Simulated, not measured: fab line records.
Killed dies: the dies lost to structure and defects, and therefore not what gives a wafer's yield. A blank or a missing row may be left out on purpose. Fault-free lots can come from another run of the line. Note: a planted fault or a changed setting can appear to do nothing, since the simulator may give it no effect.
A single fault, viewed from 2 desks || flow n5Finfet || numbers are kept per desk, each desk with only its own; the story behind them comes last

TOOL OWNER'S DESK, pecvd-04
The tool's own readings at N5_BEOL_M8_ILD_DEP_00 (deposits SiCOH lowk from DEMS/porogen, target thk 179.75 nm, time 33.4 s): means of the sampled wafers that have a number, for each lot that ran on this tool. The brackets show how far a lot's mean lies from the usual mean; more than 4 standard deviations puts the lot out of limits, marked OUT.
Columns: A = heaterPowerW at N5_BEOL_M8_ILD_DEP_00, usual 305 W; B = showerheadPlenumPTorr at N5_BEOL_M8_ILD_DEP_00, usual 5.745 Torr; C = throttleValvePct at N5_BEOL_M8_ILD_DEP_00, usual 14.0 %
{"lot": "L979", "first seen here": "day 9 16:12", "A": 294, "B": 5.729, "C": 13.7}
{"lot": "L992", "first seen here": "day 13 08:08", "A": 259, "B": 5.722, "C": 13.8}
{"lot": "L997", "first seen here": "day 14 14:04", "A": 292, "B": 5.725, "C": 13.8}
{"lot": "L998", "first seen here": "day 14 19:28", "A": 331, "B": 5.733, "C": 13.6}
This desk found nothing out of limits on any of the 4 lots.

FROM THE METROLOGY DESK
Lot by lot, what the gauges showed, no matter which tool ran the lot: averages of those sampled wafers that carry a number. The brackets show how far a lot's mean lies from the usual mean; more than 4 standard deviations puts the lot out of limits, marked OUT. Of its 12 readings 7 are shown: the one that was out of limits first, and those that lie furthest out on some lot.
Columns: A = IOFF_P at N5_BEOL_M4_RC_MEAS_101, usual 0.21 nA/um; B = ION_N at N5_BEOL_M4_RC_MEAS_101, usual 672 uA/um; C = ION_P at N5_BEOL_M4_RC_MEAS_101, usual 462 uA/um; D = SS_P at N5_BEOL_M4_RC_MEAS_101, usual 73.2 mV/dec; E = VT_N at N5_BEOL_M4_RC_MEAS_101, usual 250 mV; F = VT_P at N5_BEOL_M4_RC_MEAS_101, usual -250 mV; G = M8_ILD_THK at N5_BEOL_M8_THK_MEAS_01, usual 154.4 nm
{"lot": "L979", "first seen here": "day 8 10:41", "A": 0.16, "B": 665, "C": 455, "D": 72.9, "E": 255, "F": -256, "G": 157.5}
{"lot": "L985", "first seen here": "day 10 14:59", "A": 0.22, "B": 681, "C": 466, "D": 73.4, "E": 248, "F": -248, "G": 153.1}
{"lot": "L988", "first seen here": "day 10 20:46", "A": 0.20, "B": 672, "C": 461, "D": 74.2, "E": 250, "F": -250, "G": 152.3}
{"lot": "L989", "first seen here": "day 11 04:14", "A": 0.17, "B": 657, "C": 458, "D": 72.9, "E": 252, "F": -252, "G": 152.6}
{"lot": "L990", "first seen here": "day 11 06:28", "A": 0.20, "B": 674, "C": 464, "D": 73.2, "E": 250, "F": -251, "G": 153.5}
{"lot": "L991", "first seen here": "day 11 21:38", "A": 0.22, "B": 673, "C": 464, "D": 73.4, "E": 248, "F": -250, "G": 152.2}
{"lot": "L992", "first seen here": "day 11 23:43", "A": 0.27, "B": 694, "C": 479, "D": 73.6, "E": 245, "F": -245, "G": 153.1}
{"lot": "L997", "first seen here": "day 13 12:31", "A": 0.20, "B": 660, "C": 458, "D": 72.9, "E": 253, "F": -251, "G": "190.9 (+17) OUT"}
{"lot": "L998", "first seen here": "day 13 15:20", "A": 0.22, "B": 682, "C": 467, "D": 72.8, "E": 249, "F": -248, "G": "193.2 (+18) OUT"}
{"lot": "L999", "first seen here": "day 14 09:00", "A": 0.20, "B": 670, "C": 468, "D": 73.1, "E": 254, "F": -252, "G": 155.9}
Per this desk, out of limits: L997, L998; the first was L997, day 14 14:39 (M8_ILD_THK at N5_BEOL_M8_THK_MEAS_01). L979, L985, L988, L989, L990, L991, L992, L999 stayed within limits.

ALL TOGETHER
L997, L998 would have let the metrology desk raise an alarm at day 14 14:39.
The tool owner's desk saw nothing out of limits.
Tool owner's desk: L997, L998 on record, inside its limits.
Of the lots named, all ran N5_BEOL_M8_ILD_DEP_00 on pecvd-04.

WHAT THE SIMULATOR PUT IN
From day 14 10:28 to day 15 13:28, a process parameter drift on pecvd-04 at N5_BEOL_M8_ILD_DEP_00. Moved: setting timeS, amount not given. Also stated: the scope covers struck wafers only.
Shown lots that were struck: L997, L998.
Per desk, hours elapsed from the start of the fault to the first reading out of limits: for the metrology desk, 4.
